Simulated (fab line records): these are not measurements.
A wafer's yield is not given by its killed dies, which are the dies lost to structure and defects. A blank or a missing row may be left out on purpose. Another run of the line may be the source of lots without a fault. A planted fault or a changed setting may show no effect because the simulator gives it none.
Split-lot study | flow n5-finfet | 39 wafers read across 7 lots, on a route 1938 steps long

THE SPLIT
At N5_SD_EPI_N_EPI_21 (deposits Si:P, time 690 s), the setting epi-growth-time-s was moved away from the recipe's 690 s on 15 of the 39 wafers read, by -58.5% to +31.0%. This setting was run at the recipe's value on the other wafers.

BETWEEN THE SPLIT AND THE READING: the file shows 1 step in between
- N5_SD_EPI_N_EPI_MEAS_23

THE READING
Si-P_of_SD_EPI_N_EPI_21.thk-nm (the simulator's own value, which no gauge read), in nm, at N5_SD_EPI_N_PRECLEAN_24 (cleans in O3/DIW, time 60 s). No usual value for it is given in the file. Here, 24 wafers ran the recipe; their average is 58.9 nm with a standard deviation of 0.88 nm.

wafer  | tool, chamber at the split | epi-growth-time-s as run, s | against the recipe | Si-P_of_SD_EPI_N_EPI_21.thk-nm, nm | against lot-mates on the recipe
L074.1 | epi-rpcvd-03, 0            | 690                         | recipe             | 58.8                               | -
L074.2 | epi-rpcvd-03, 0            | 805.8                       | +16.8%             | 66.2                               | +7.1
L074.3 | epi-rpcvd-03, 0            | 805.8                       | +16.8%             | 67                                 | +7.9
L074.4 | epi-rpcvd-03, 0            | 690                         | recipe             | 59.8                               | -
L074.5 | epi-rpcvd-03, 0            | 805.8                       | +16.8%             | 65.8                               | +6.7
L074.6 | epi-rpcvd-03, 0            | 690                         | recipe             | 58.6                               | -
L077.1 | epi-rpcvd-03, 0            | 690                         | recipe             | 60                                 | -
L077.4 | epi-rpcvd-03, 0            | 690                         | recipe             | 60                                 | -
L077.5 | epi-rpcvd-03, 0            | 690                         | recipe             | 60                                 | -
L077.2 | epi-rpcvd-03, 0            | 286.2                       | -58.5%             | 26.6                               | -33.4
L077.3 | epi-rpcvd-03, 0            | 286.2                       | -58.5%             | 26.8                               | -33.2
L077.6 | epi-rpcvd-03, 0            | 286.2                       | -58.5%             | 26                                 | -34.0
L078.1 | epi-rpcvd-04, 0            | 904.1                       | +31.0%             | 72.6                               | +12.5
L078.2 | epi-rpcvd-04, 0            | 904.1                       | +31.0%             | 72.6                               | +12.5
L078.3 | epi-rpcvd-04, 0            | 690                         | recipe             | 60.6                               | -
L078.4 | epi-rpcvd-04, 0            | 904.1                       | +31.0%             | 72.4                               | +12.3
L078.5 | epi-rpcvd-04, 0            | 690                         | recipe             | 60                                 | -
L078.6 | epi-rpcvd-04, 0            | 690                         | recipe             | 59.8                               | -
L081.1 | epi-rpcvd-03, 0            | 690                         | recipe             | 58.4                               | -
L081.6 | epi-rpcvd-03, 0            | 690                         | recipe             | 58.4                               | -
L081.2 | epi-rpcvd-03, 0            | 690                         | recipe             | 57.4                               | -
L081.3 | epi-rpcvd-03, 0            | 690                         | recipe             | 57.8                               | -
L081.4 | epi-rpcvd-03, 0            | 690                         | recipe             | 57.6                               | -
L081.5 | epi-rpcvd-03, 0            | 690                         | recipe             | 58.6                               | -
L085.1 | epi-rpcvd-03, 0            | 690                         | recipe             | 59                                 | -
L085.3 | epi-rpcvd-03, 0            | 690                         | recipe             | 59                                 | -
L085.2 | epi-rpcvd-03, 0            | 571.8                       | -17.1%             | 51.6                               | -7.1
L085.4 | epi-rpcvd-03, 0            | 571.8                       | -17.1%             | 51.2                               | -7.5
L085.6 | epi-rpcvd-03, 0            | 571.8                       | -17.1%             | 51.2                               | -7.5
L085.5 | epi-rpcvd-03, 0            | 690                         | recipe             | 58.2                               | -
L093.1 | epi-rpcvd-03, 0            | 690                         | recipe             | 58.8                               | -
L093.2 | epi-rpcvd-03, 0            | 690                         | recipe             | 59.2                               | -
L093.3 | epi-rpcvd-03, 0            | 823.5                       | +19.3%             | 66.4                               | +7.6
L093.4 | epi-rpcvd-03, 0            | 823.5                       | +19.3%             | 65.8                               | +7.0
L093.6 | epi-rpcvd-03, 0            | 823.5                       | +19.3%             | 65.8                               | +7.0
L093.5 | epi-rpcvd-03, 0            | 690                         | recipe             | 58.4                               | -
L094.2 | epi-rpcvd-04, 0            | 690                         | recipe             | 58.4                               | -
L094.4 | epi-rpcvd-04, 0            | 690                         | recipe             | 58.2                               | -
L094.5 | epi-rpcvd-04, 0            | 690                         | recipe             | 57.6                               | -

FIT RESULTS
A straight line over all 39 wafers: Si-P_of_SD_EPI_N_EPI_21.thk-nm changes by +0.507 nm for each +1% of epi-growth-time-s; r = +0.99; the points scatter about the line by 1.4 nm.
The same after taking each lot's own level away (the mean of its wafers on the recipe; 39 wafers): +0.511 nm for each +1%; r = +0.99; scatter 1.6 nm.
Per that fit: largest epi-growth-time-s move, reading shift of 30 nm.
The lots' own levels span 58.03 to 60.13 nm, that is 2.4 times the standard deviation above.
The two slopes are in agreement: the lot-to-lot level therefore moves the slope only a little.
Check: for one of the wafers moved furthest among these (-58.5%), held out of the fit, the line's prediction against its lot-mates is -29.8 nm. Against them it came out at -33.4 nm.

THE OTHER SPLITS THESE WAFERS WENT THROUGH
These wafers also went through other splits before the reading. Each is held against what the fit with the lots' levels taken away leaves over:
other split on the same wafers     | wafers away from the commonest value | r with Si-P_of_SD_EPI_N_EPI_21.thk-nm (lot level and that fit taken away)
N5_FIN_SAQP_HM_DEP_03 target-thk-a | 15                                   | -0.23

THE WHOLE CHAIN: every reading that the file lists as answering this split, in the file's order
step                    | what it does                | reading                                                                         | change (the file's fit)               | r (the file's)
N5_SD_EPI_N_EPI_21      | deposits Si:P, time 690 s   | Si-P_of_SD_EPI_N_EPI_21.thk-nm (the simulator's own value, which no gauge read) | +0.516 nm for each +1% of the setting | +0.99
N5_SD_EPI_N_EPI_MEAS_23 |                             | thk-nm                                                                          | withheld for each +1% of the setting  | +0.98
N5_SD_EPI_N_PRECLEAN_24 | cleans in O3/DIW, time 60 s | Si-P_of_SD_EPI_N_EPI_21.thk-nm (the simulator's own value, which no gauge read) | +0.512 nm for each +1% of the setting | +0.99

THE FILE'S OWN FIT
Si-P_of_SD_EPI_N_EPI_21.thk-nm changes by +0.512 nm for each +1% of epi-growth-time-s, r = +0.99.
